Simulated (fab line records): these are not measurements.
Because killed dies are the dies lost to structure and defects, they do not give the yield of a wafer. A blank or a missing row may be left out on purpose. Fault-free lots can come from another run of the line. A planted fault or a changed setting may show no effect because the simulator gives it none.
Matching of chambers / flow n5Finfet / 4 sister chambers for N5_GATE_CUT_SAC_CAP_01 on aldSin-02
The step material SiNx, target thk 24 nm, pulse time 1 s, ald cycles 480. 8 wafers are shown with their chamber, then 9 later ones without.

== WAFERS PAIRED WITH THEIR CHAMBERS ==
wafer=L079.1; chamber=3; heaterPowerW (W)=965; precursorPulseHeightRel=0.993
wafer=L079.6; chamber=1; heaterPowerW (W)=737; precursorPulseHeightRel=1.002
wafer=L082.1; chamber=0; heaterPowerW (W)=797; precursorPulseHeightRel=1.002
wafer=L082.2; chamber=1; heaterPowerW (W)=724; precursorPulseHeightRel=1.009
wafer=L082.3; chamber=2; heaterPowerW (W)=860; precursorPulseHeightRel=0.959
wafer=L085.1; chamber=3; heaterPowerW (W)=940; precursorPulseHeightRel=1.038
wafer=L085.2; chamber=0; heaterPowerW (W)=808; precursorPulseHeightRel=0.973
wafer=L085.3; chamber=2; heaterPowerW (W)=836; precursorPulseHeightRel=0.988

== WAFERS WITHOUT THEIR CHAMBER ==
wafer=L085.4; heaterPowerW (W)=749; precursorPulseHeightRel=0.981
wafer=L085.5; heaterPowerW (W)=839; precursorPulseHeightRel=1.026
wafer=L085.6; heaterPowerW (W)=939; precursorPulseHeightRel=1.009
wafer=L090.2; heaterPowerW (W)=830; precursorPulseHeightRel=1.022
wafer=L090.4; heaterPowerW (W)=814; precursorPulseHeightRel=1.016
wafer=L090.6; heaterPowerW (W)=723; precursorPulseHeightRel=0.989
wafer=L092.2; heaterPowerW (W)=820; precursorPulseHeightRel=1.057
wafer=L092.4; heaterPowerW (W)=926; precursorPulseHeightRel=1.011
wafer=L092.6; heaterPowerW (W)=932; precursorPulseHeightRel=1.021

== WHICH CHAMBER EACH WENT THROUGH ==
wafer=L085.4; from the rows above=1; in truth=1
wafer=L085.5; from the rows above=can't be placed: 2 or 0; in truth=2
wafer=L085.6; from the rows above=3; in truth=3
wafer=L090.2; from the rows above=can't be placed: 0 or 2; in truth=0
wafer=L090.4; from the rows above=can't be placed: 0 or 2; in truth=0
wafer=L090.6; from the rows above=1; in truth=1
wafer=L092.2; from the rows above=can't be placed: 0 or 2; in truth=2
wafer=L092.4; from the rows above=3; in truth=3
wafer=L092.6; from the rows above=3; in truth=3
5 of 9 placed correctly. Not placeable from these rows: 4 (in 4, the candidates include the true chamber). Placed wrongly: 0.
How it was worked out, from the rows above alone: a wafer's distance from a chamber is the root of the sum, over the readings, of the square of ((its reading less the chamber's mean) divided by the reading's scatter). If the next closest chamber is less than 2 further off than the closest, the wafer can't be placed; otherwise it belongs to the closest. Each chamber's mean is taken over the wafers shown for it. The scatter: take each reading less its chamber's mean, square it, sum over the shown wafers, divide by the number of wafers less the number of chambers, and take the root.
